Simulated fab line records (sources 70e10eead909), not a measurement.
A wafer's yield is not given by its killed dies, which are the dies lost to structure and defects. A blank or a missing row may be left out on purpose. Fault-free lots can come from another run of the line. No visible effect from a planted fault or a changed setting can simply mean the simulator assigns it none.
Which of the tools did it? ; flow nandHarc ; Sampling: 14 lots, 42 wafers, 5 of 1302 route steps

== WHAT THE GAUGES SHOWED, per wafer ==
NHARC_THIN_TSV_THK_MEAS_02: measures by ir. Usual: thkNm at 3025 nm, with a standard deviation of 190.
lot;measured;on;thkNm (nm);flag
L892;day 24 03:30;filmMetro-02;2991 2990 2882;
L891;day 24 04:43;filmMetro-01;3460 3074 3396;
L893;day 24 09:22;filmMetro-02;2935 3279 3072;
L898;day 26 17:03;filmMetro-02;3043 3371 3157;
L901;day 27 13:54;filmMetro-02;2857 2841 3118;
L903;day 28 17:44;filmMetro-01;3019 2848 2751;
L905;day 30 02:56;filmMetro-02;3033 2914 2765;
L906;day 30 04:13;filmMetro-02;2975 2830 3312;
L907;day 30 19:56;filmMetro-01;2842 3064 3049;
L909;day 31 02:03;filmMetro-02;2953 3188 3035;
L910;day 32 01:29;filmMetro-01;2715 3239 3197;
L913;day 32 03:54;filmMetro-02;2717 2949 3226;
L911;day 32 02:42;filmMetro-01;3167 2989 3283;
L912;day 32 15:40;filmMetro-02;3099 2574 2812;

NHARC_THIN_TSV_CD_MEAS_33 targets a cd of 5000 nm. Usual: cdNm at 5000.5 nm, with a standard deviation of 1.8.
lot;measured;on;cdNm (nm);flag
L892;day 24 10:34;cdSem-02;5003.4 5002.0 5002.2;
L891;day 24 11:53;cdSem-01;5001.2 4998.4 4996.5;
L893;day 24 16:13;cdSem-02;5001.9 5001.5 5002.0;
L898;day 27 00:00;cdSem-02;4999.3 4998.5 5001.8;
L901;day 27 20:51;cdSem-01;4997.7 5002.1 5000.1;
L903;day 29 00:39;cdSem-02;5002.0 5003.9 5003.0;
L905;day 30 10:20;cdSem-01;5001.4 5001.5 4999.3;
L906;day 30 11:33;cdSem-01;4998.2 4998.7 4999.2;
L907;day 31 02:56;cdSem-01;5000.1 5000.4 5000.3;
L909;day 31 08:48;cdSem-02;5000.1 5001.6 5000.6;
L910;day 32 10:43;cdSem-01;5003.4 5000.0 5000.3;
L913;day 32 11:02;cdSem-01;5003.8 5000.4 4999.5;
L911;day 32 10:52;cdSem-02;5001.4 5001.3 4999.8;
L912;day 32 22:41;cdSem-01;4998.5 4998.8 4999.6;

NHARC_END_SORT_01. Usual: killedAtArray 53, standard deviation 18; killedAtOther 1.0, standard deviation 1.2; killedAtPeriphery 3.6, standard deviation 2.4; killedDies 58, standard deviation 18; killedOpen 3.4, standard deviation 1.8; killedShort 2.3, standard deviation 1.5.
lot;measured;on;killedAtArray;killedAtOther;killedAtPeriphery;killedDies;killedOpen;killedShort;flag
L901;day 28 05:55;prober-01;178 167 172;0 3 1;3 3 1;181 173 174;2 5 2;1 6 2;OFF
L903;day 29 12:07;prober-01;93 134 95;0 0 0;0 1 1;93 135 96;2 1 2;3 4 2;OFF

== WHAT TOOL EACH LOT RAN ON (gives the tool, then ch and the chambers of the sampled wafers, and finally the start) ==
lot;NHARC_A_STAIRCASE_PRECLEAN_419;NHARC_THIN_TSV_PRE_CLEAN_54
L892;wetBench-06 ch 1,4,6, day 17 11:13;pvdSputter-01, day 24 09:28
L891;wetBench-02 ch 3,5,6, day 17 11:13;pvdSputter-01, day 24 10:49
L893;wetBench-07 ch 2,3,5, day 18 04:09;pvdSputter-03, day 24 15:16
L898;wetBench-06 ch 2,6,7, day 20 03:54;pvdSputter-02, day 26 22:57
L901;wetBench-06 ch 1,5,7, day 21 09:56;pvdSputter-03, day 27 19:47
L903;wetBench-06 ch 4,5,6, day 22 12:36;pvdSputter-02, day 28 23:42
L905;wetBench-02 ch 3,5,6, day 23 22:09;pvdSputter-02, day 30 09:16
L906;wetBench-02 ch 0,3,4, day 23 22:10;pvdSputter-02, day 30 10:30
L907;wetBench-02 ch 1,2,3, day 24 04:02;pvdSputter-01, day 31 01:51
L909;wetBench-07 ch 0,5,6, day 24 16:19;pvdSputter-01, day 31 07:53
L910;wetBench-02 ch 2,3,5, day 25 09:35;pvdSputter-02, day 32 09:46
L913;wetBench-07 ch 0,1,3, day 25 21:14;pvdSputter-03, day 32 09:52
L911;wetBench-06 ch 0,2,7, day 26 00:23;pvdSputter-01, day 32 09:47
L912;wetBench-06 ch 4,5,6, day 26 02:04;pvdSputter-03, day 32 21:38
- NHARC_A_STAIRCASE_PRECLEAN_419: cleans in SC1.
- NHARC_THIN_TSV_PRE_CLEAN_54: time 30 s.

== WHAT THE TOOLS THEMSELVES READ (means of the sampled wafers that have a number; where no wafer has one, the mark that the record gives instead) ==
NHARC_A_STAIRCASE_PRECLEAN_419. Usual: bathGuardTempC at 50.1 C, with a standard deviation of 0.54.
lot;tool;bathGuardTempC (C);flag
L892;wetBench-06;49.6;
L891;wetBench-02;50.2;
L893;wetBench-07;50.1;
L898;wetBench-06;50.0;
L901;wetBench-06;50.3;
L903;wetBench-06;50.1;
L905;wetBench-02;50.2;
L906;wetBench-02;49.8;
L907;wetBench-02;50.8;
L909;wetBench-07;49.9;
L910;wetBench-02;50.3;
L913;wetBench-07;50.1;
L911;wetBench-06;50.5;
L912;wetBench-06;50.1;

NHARC_THIN_TSV_PRE_CLEAN_54. Usual: heaterPowerW at 390 W, with a standard deviation of 39.
lot;tool;heaterPowerW (W);flag
L892;pvdSputter-01;382;
L891;pvdSputter-01;385;
L893;pvdSputter-03;368;
L898;pvdSputter-02;379;
L901;pvdSputter-03;397;
L903;pvdSputter-02;412;
L905;pvdSputter-02;390;
L906;pvdSputter-02;384;
L907;pvdSputter-01;376;
L909;pvdSputter-01;376;
L910;pvdSputter-02;381;
L913;pvdSputter-03;353;
L911;pvdSputter-01;380;
L912;pvdSputter-03;422;

== THE ANSWER, worked out from the rows above alone ==
Rule: a lot counts as off when the mean over its wafers that have a number is more than 3 standard deviations away from the usual mean. Also off: a lot with no number at a reading for which 4 or more lots have one. The other lots that the step has rows for count as sound. After the gauges, taken in route order, come the tools' own readings; for these a lot's mean is taken, as printed above. At the first step where some lot is off, the reading lying furthest off is the one used; lots without a number count as furthest.
Off at NHARC_END_SORT_01 (killedAtArray): L901, L903. Neither off nor sound, because the step has no rows for them: L892, L891, L893, L898, L905, L906, L907, L909, L910, L913, L911, L912.
A tool fits if, at a process step before that reading, it ran every lot that is off, and no sound lot after the first of them. The gauges at NHARC_END_SORT_01 are tried like those tools. 2 tools fit, wetBench-06 at NHARC_A_STAIRCASE_PRECLEAN_419 and prober-01 at NHARC_END_SORT_01, so this cannot tell which one it is.

== WHAT THE SIMULATOR HAD PUT IN ==
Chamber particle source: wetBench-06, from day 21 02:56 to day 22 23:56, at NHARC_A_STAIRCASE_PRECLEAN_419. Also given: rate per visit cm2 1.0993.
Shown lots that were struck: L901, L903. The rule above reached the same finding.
